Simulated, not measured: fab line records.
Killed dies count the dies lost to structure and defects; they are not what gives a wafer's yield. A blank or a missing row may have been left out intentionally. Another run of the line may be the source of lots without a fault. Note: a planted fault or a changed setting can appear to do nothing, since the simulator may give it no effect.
fab line records	flow nand-harc	part 2 of 2: steps 5 to 6 of 6
record lots=24	wafers=72	last-day=24
route steps=1159 shown A_ZERO_WELL@411 A_CHANNEL_HOLE_D1@472 A_CHANNEL_FILL_D1@507 A_STAIRCASE@566
lots untouched by any fault: they come from a run of this same line in which no faults occurred
start-h: hours from the record's opening day to when the first of the lot's shown wafers began	wait-h: time in hours since the lot's previous step	" unchanged from the row above	L1.1+2: one row covering several wafers at once	- no value present, or no start provided	* or withheld: withheld	< > ~ a bound
route shown NAME@n: names a module that has steps shown in the file, with the first one's number in the route	usual: mean and standard deviation over wafers with no fault	same: alike in all rows	chamber/n: place in a boat	sites: readings site by site	_std_site: standard deviation of those values	_edge_site: mean of outer sites minus mean of inner sites	radius-mm: how far each site lies from the wafer's centre	mask NAME#n: copy n	behind: the tool/chamber that last shaped the wafer	hold: what put the lot on hold/how long, in hours/how the hold closed	device: which transistor (n, p or np) failed to switch	end of line: the route-end tests of the same wafers	for a step that has no rows: nothing shown but its recipe	killed: count of dies lost to structure and defects at first sort (not the wafer's yield)	map: a wafer's dies, marking killed ones x, the rest . and places with no die _
set.NAME: the run value of the setting; set.NAME@STEP: its run value at that earlier step	model.NAME: the simulator's own value behind a step, which no gauge read
steps of the route over a sample of lots; a table a step, a row a wafer
services: the hour from which a tool's chamber was out of use, counted from the record's first day as start-h (under 0 if before that day), plus the number of hours and why
## steps
# step NHARC_A_STAIRCASE_TRIM_191
# recipe time-s=211.2	o2-flow-sccm=500	ar-flow-sccm=0	bias-w=0	chemistry=O2
# usual drypump-motor-current-A=5.58/0.28	oes-product-au=0.996/0.01	rf-vpp-V=57.8/0.93	showerhead-plenum-p-Torr=3.50/0.14	throttle-valve-pct=17.036/0.0098
lot.wafer	tool	chamber	start-h	wait-h	drypump-motor-current-A	oes-product-au	rf-hours-counter-h	rf-vpp-V	showerhead-plenum-p-Torr	throttle-valve-pct
L075.3	rie-diel-01	3	-	-	5.02	0.995	30	59.2	3.66	17.034
L075.4	"	1	"	"	5.62	0.996	33	59.5	3.79	17.042
L075.6	"	2	"	"	5.69	0.999	-	56.9	3.62	17.029
L074.4	rie-diel-01	2	-	-	5.71	1.011	38	57.3	3.62	17.019
L074.1	"	0	"	"	5.48	1.006	37	57.6	3.54	17.034
L074.6	"	3	"	"	5.01	0.996	-	58.9	3.66	17.034
L077.4	rie-diel-01	0	-	-	5.51	1.004	41	58.4	3.54	17.032
L077.3	"	1	"	"	5.64	1.002	38	58.7	3.79	17.038
L077.1	"	2	"	"	5.70	1.015	42	58.0	3.62	17.056
L076.3	rie-diel-01	2	-	-	5.67	1.001	42	57.4	3.62	17.033
L076.5	"	3	"	"	4.99	0.989	-	58.1	3.65	17.046
L076.6	"	0	"	"	5.47	1.002	-	57.1	3.54	17.042
L079.1	rie-diel-08	0	-	-	5.78	0.976	47	58.8	3.35	17.028
L079.6	"	0	"	"	5.79	0.976	-	56.6	3.35	17.024
L079.5	"	1	"	"	5.40	0.991	-	58.9	3.49	17.019
L078.4	rie-diel-08	0	-	-	5.78	0.987	47	58.6	3.35	17.030
L078.5	"	3	"	"	5.79	0.979	-	56.5	3.32	17.036
L078.6	"	0	"	"	5.81	0.993	-	57.7	3.35	17.031
L080.4	rie-diel-08	2	-	-	5.58	1.013	55	58.7	3.64	17.023
L080.2	"	3	"	"	5.80	0.983	56	58.1	3.32	17.027
L080.3	"	0	"	"	5.81	0.972	49	56.5	3.35	17.044
L081.1	rie-diel-08	0	-	-	5.83	0.984	54	57.5	3.35	17.040
L081.6	"	3	"	"	5.77	0.992	-	57.8	3.32	17.030
L081.5	"	1	"	"	5.46	0.995	-	57.6	3.49	17.038
L082.1	rie-diel-08	3	-	-	5.80	0.973	61	59.0	3.32	17.038
L082.4	"	3	"	"	5.79	0.997	-	56.7	3.32	17.037
L082.5	"	0	"	"	5.80	0.974	-	56.9	3.35	17.050
L084.3	rie-diel-08	3	-	-	5.78	0.987	65	56.6	3.32	17.033
L084.2	"	1	"	"	5.46	0.996	66	57.5	3.49	17.045
L084.4	"	0	"	"	5.80	0.984	-	56.8	3.35	17.038
L083.3	rie-diel-01	1	-	-	5.63	1.004	58	57.3	3.77	17.021
L083.1	"	2	"	"	5.67	0.997	61	59.9	3.61	17.048
L083.5	"	2	"	"	5.67	1.001	-	59.0	3.60	17.035
L087.2	rie-diel-09	0	-	-	4.92	1.002	24	59.1	3.45	17.035
L087.4	"	1	"	"	5.62	0.990	23	59.4	3.53	17.047
L087.1	"	2	"	"	5.63	0.998	16	57.1	3.37	17.039
L085.2	rie-diel-08	0	-	-	5.78	0.993	4	56.6	3.34	17.028
L085.3	"	1	"	"	5.48	0.996	4	57.3	3.48	17.042
L085.5	"	0	"	"	5.82	0.984	-	56.1	3.34	17.046
L086.2	rie-diel-09	2	-	-	5.62	0.992	16	57.4	3.37	17.039
L086.6	"	2	"	"	5.63	1.000	-	57.5	3.37	17.050
L086.5	"	3	"	"	6.07	0.986	-	59.0	3.62	17.032
L088.4	rie-diel-09	3	-	-	6.08	0.999	27	57.5	3.62	17.028
L088.1	"	0	"	"	4.98	1.007	27	58.6	3.45	17.007
L088.2	"	2	"	"	5.61	1.003	19	56.7	3.37	17.045
L089.2	rie-diel-01	0	-	-	5.52	1.009	2	58.1	3.52	17.049
L089.4	"	1	"	"	5.62	1.005	2	57.8	3.77	17.043
L089.5	"	3	"	"	5.06	0.996	-	58.1	3.64	17.029
L091.3	rie-diel-09	0	-	-	4.97	1.008	31	56.6	3.44	17.037
L091.5	"	0	"	"	4.94	1.012	-	56.2	3.44	17.020
L091.6	"	1	"	"	5.61	1.005	-	58.5	3.52	17.045
L090.1	rie-diel-01	1	-	-	5.60	1.005	5	60.5	3.77	17.038
L090.3	"	2	"	"	5.70	0.990	5	57.8	3.60	17.030
L090.5	"	1	"	"	5.65	1.009	-	58.7	3.77	17.048
L092.1	rie-diel-08	3	-	-	5.80	1.003	16	56.6	3.31	17.045
L092.4	"	0	"	"	5.82	0.988	17	56.3	3.34	17.057
L092.3	"	1	"	"	5.43	0.992	17	59.9	3.47	17.026
L093.1	rie-diel-01	2	-	-	5.68	0.990	13	58.4	3.60	17.036
L093.4	"	3	"	"	5.01	0.987	4	56.9	3.64	17.028
L093.6	"	2	"	"	5.69	0.987	-	58.5	3.60	17.028
L096.1	rie-diel-09	3	-	-	6.06	1.003	41	58.4	3.61	17.050
L096.4	"	0	"	"	4.96	1.006	41	57.1	3.44	17.046
L096.6	"	0	"	"	4.92	1.009	-	58.2	3.44	17.028
L094.2	rie-diel-08	3	-	-	5.78	1.005	21	58.1	3.30	17.048
L094.1	"	2	"	"	5.57	1.000	21	58.1	3.62	17.037
L094.5	"	0	"	"	5.82	0.988	-	57.5	3.33	17.020
L095.3	rie-diel-08	3	-	-	5.78	0.995	22	57.3	3.30	17.038
L095.5	"	3	"	"	5.76	0.992	-	57.3	3.30	17.043
L095.6	"	0	"	"	5.82	0.994	-	57.2	3.33	17.043
L097.3	rie-diel-08	1	-	-	5.43	0.992	33	58.7	3.47	17.022
L097.4	"	2	"	"	5.55	1.006	30	57.9	3.62	17.043
L097.5	"	1	"	"	5.43	0.997	-	58.0	3.47	17.043
# step NHARC_A_STAIRCASE_TRIM_196
# recipe time-s=211.2	o2-flow-sccm=500	ar-flow-sccm=0	bias-w=0	chemistry=O2
# usual drypump-motor-current-A=5.57/0.25	oes-product-au=0.996/0.01	rf-vpp-V=57.8/0.91	showerhead-plenum-p-Torr=3.52/0.14	throttle-valve-pct=17.036/0.0095
lot.wafer	tool	chamber	start-h	wait-h	drypump-motor-current-A	oes-product-au	rf-hours-counter-h	rf-vpp-V	showerhead-plenum-p-Torr	throttle-valve-pct
L075.3	rie-diel-01	2	239.88	0.1	5.70	1.006	37	57.8	3.62	17.034
L075.4	"	1	"	"	5.61	0.992	33	57.5	3.79	17.039
L075.6	"	2	"	"	5.71	1.010	-	58.2	3.62	17.021
L074.1	rie-diel-08	0	241.56	0.1	5.80	0.973	38	57.7	3.36	17.036
L074.4	"	2	"	"	5.60	1.008	42	57.0	3.64	17.036
L074.6	"	0	"	"	5.80	0.977	-	58.1	3.36	17.023
L077.3	rie-diel-08	0	254.70	0.1	5.77	0.990	42	57.3	3.35	17.024
L077.1	"	1	"	"	5.42	0.996	48	58.4	3.50	17.046
L077.4	"	2	"	"	5.56	1.020	46	59.1	3.64	17.056
L076.3	rie-diel-08	1	254.87	0.1	5.44	0.994	48	57.0	3.50	17.021
L076.6	"	1	"	"	5.47	0.997	-	56.4	3.50	17.054
L076.5	"	2	"	"	5.58	1.016	-	58.0	3.64	17.053
L079.1	rie-diel-01	2	271.65	0.1	5.71	0.995	47	57.4	3.61	17.024
L079.6	"	0	"	"	5.52	1.014	-	57.6	3.53	17.043
L079.5	"	1	"	"	5.63	1.011	-	59.0	3.78	17.017
L078.4	rie-diel-08	2	272.06	0.1	5.55	1.017	53	58.2	3.64	17.050
L078.5	"	0	"	"	5.84	0.975	-	57.7	3.35	17.039
L078.6	"	1	"	"	5.43	0.994	-	58.3	3.49	17.035
L080.3	rie-diel-01	2	278.22	0.1	5.68	0.998	51	58.7	3.61	17.022
L080.4	"	0	"	"	5.48	1.011	50	57.6	3.53	17.026
L080.2	"	1	"	"	5.63	1.001	47	59.8	3.78	17.024
L081.1	rie-diel-08	0	287.93	0.1	5.81	0.978	54	57.6	3.35	17.043
L081.5	"	3	"	"	5.78	0.984	-	58.3	3.32	17.037
L081.6	"	0	"	"	5.80	0.971	-	58.1	3.35	17.034
L082.1	rie-diel-01	0	291.42	0.1	5.51	1.000	57	57.6	3.53	17.024
L082.4	"	1	"	"	5.63	1.009	54	59.2	3.78	17.047
L082.5	"	2	"	"	5.68	1.004	-	57.3	3.61	17.029
L084.2	rie-diel-08	0	297.71	0.1	5.82	0.980	59	58.6	3.35	17.038
L084.3	"	1	"	"	5.49	0.998	66	57.1	3.49	17.027
L084.4	"	3	"	"	5.77	0.982	-	57.6	3.32	17.039
L083.1	rie-diel-08	1	298.46	0.1	5.43	0.982	67	57.9	3.49	17.027
L083.3	"	3	"	"	5.78	0.982	66	59.1	3.32	17.031
L083.5	"	3	"	"	5.80	0.989	-	57.8	3.32	17.026
L087.1	rie-diel-08	2	322.93	0.1	5.55	0.994	4	58.4	3.63	17.048
L087.2	"	3	"	"	5.79	0.986	5	56.2	3.31	17.034
L087.4	"	0	"	"	5.74	0.989	5	56.7	3.34	17.050
L085.2	rie-diel-08	1	323.05	0.1	5.42	0.998	4	59.4	3.48	17.046
L085.3	"	3	"	"	5.78	0.979	5	58.5	3.31	17.016
L085.5	"	2	"	"	5.59	0.999	-	58.0	3.63	17.034
L086.2	rie-diel-09	0	323.31	0.1	4.93	1.012	24	56.4	3.45	17.048
L086.5	"	3	"	"	6.02	0.985	-	57.4	3.62	17.034
L086.6	"	0	"	"	4.94	1.005	-	58.4	3.45	17.030
L088.4	rie-diel-09	3	328.71	0.1	6.03	0.991	27	58.8	3.62	17.040
L088.1	"	0	"	"	4.93	1.008	27	57.8	3.45	17.039
L088.2	"	1	"	"	5.58	1.001	26	57.1	3.52	17.016
L089.4	rie-diel-08	0	329.40	0.1	5.79	0.993	7	57.2	3.34	17.034
L089.2	"	1	"	"	5.44	1.007	7	58.4	3.48	17.032
L089.5	"	3	"	"	5.78	0.987	-	56.6	3.31	17.047
L091.3	rie-diel-08	2	340.08	0.1	5.58	1.001	11	58.3	3.63	17.036
L091.6	"	1	"	"	5.43	1.009	-	57.5	3.48	17.024
L091.5	"	2	"	"	5.57	1.005	-	59.8	3.63	17.043
L090.3	rie-diel-09	2	340.75	0.1	5.60	0.999	25	59.4	3.37	17.037
L090.1	"	3	"	"	6.04	0.993	33	57.3	3.61	17.032
L090.5	"	1	"	"	5.58	1.001	-	58.8	3.52	17.031
L092.3	rie-diel-01	1	352.90	0.1	5.64	1.005	11	57.3	3.76	17.044
L092.1	"	2	"	"	5.70	0.990	11	58.0	3.60	17.044
L092.4	"	2	"	"	5.69	0.989	-	58.5	3.60	17.033
L093.4	rie-diel-01	2	357.24	0.1	5.71	0.999	13	58.3	3.60	17.030
L093.1	"	0	"	"	5.50	0.998	13	57.4	3.51	17.043
L093.6	"	2	"	"	5.69	0.993	-	58.7	3.60	17.023
L096.4	rie-diel-01	2	365.64	0.1	5.70	1.010	16	57.5	3.59	17.042
L096.1	"	0	"	"	5.44	1.007	17	57.0	3.51	17.040
L096.6	"	3	"	"	4.98	1.002	-	59.7	3.63	17.036
L094.2	rie-diel-01	1	366.10	0.1	5.62	1.002	16	57.8	3.76	17.035
L094.1	"	0	"	"	5.55	1.002	17	57.5	3.51	17.038
L094.5	"	1	"	"	5.61	1.000	-	58.3	3.76	17.030
L095.3	rie-diel-08	2	370.12	0.1	5.58	0.997	22	59.2	3.62	17.030
L095.6	"	1	"	"	5.44	0.988	-	57.6	3.47	17.036
L095.5	"	2	"	"	5.57	0.998	-	57.2	3.62	17.037
L097.3	rie-diel-01	2	390.60	0.1	5.69	0.983	24	58.7	3.59	17.035
L097.4	"	3	"	"	5.03	0.997	16	58.4	3.63	17.036
L097.5	"	0	"	"	5.50	1.000	-	57.8	3.51	17.028
## services
tool	chamber	start-h	hours	kind
ald-hk-02	-	109.55	11.8	repair
har-etch-02	-	117.71	4.2	repair
rie-diel-08	-	118.62	0.4	repair
rie-diel-09	-	119.29	0.2	repair
rie-diel-08	-	124.88	9.0	pm
rie-diel-08	0	134.43	10.0	repair
rie-diel-01	-	137.80	9.0	pm
rie-diel-01	3	154.38	7.7	repair
plasma-asher-02	-	176.39	3.4	repair
rie-diel-01	1	181.49	8.8	repair
plasma-asher-02	-	183.06	9.0	pm
rie-diel-01	3	208.12	5.9	repair
rie-diel-09	-	245.02	0.4	repair
rie-diel-09	-	254.44	9.0	pm
plasma-asher-01	-	276.00	9.0	pm
rtp-anneal-02	-	300.00	12.0	pm
rie-diel-08	-	301.88	9.0	pm
har-etch-01	-	305.72	17.0	pm
rie-diel-01	2	306.60	9.9	repair
rie-diel-01	-	314.80	9.0	pm
rie-diel-01	3	331.80	21.5	repair
plasma-asher-02	-	360.06	9.0	pm
ald-hk-04	-	364.03	10.0	pm
plasma-asher-01	-	382.90	0.4	repair
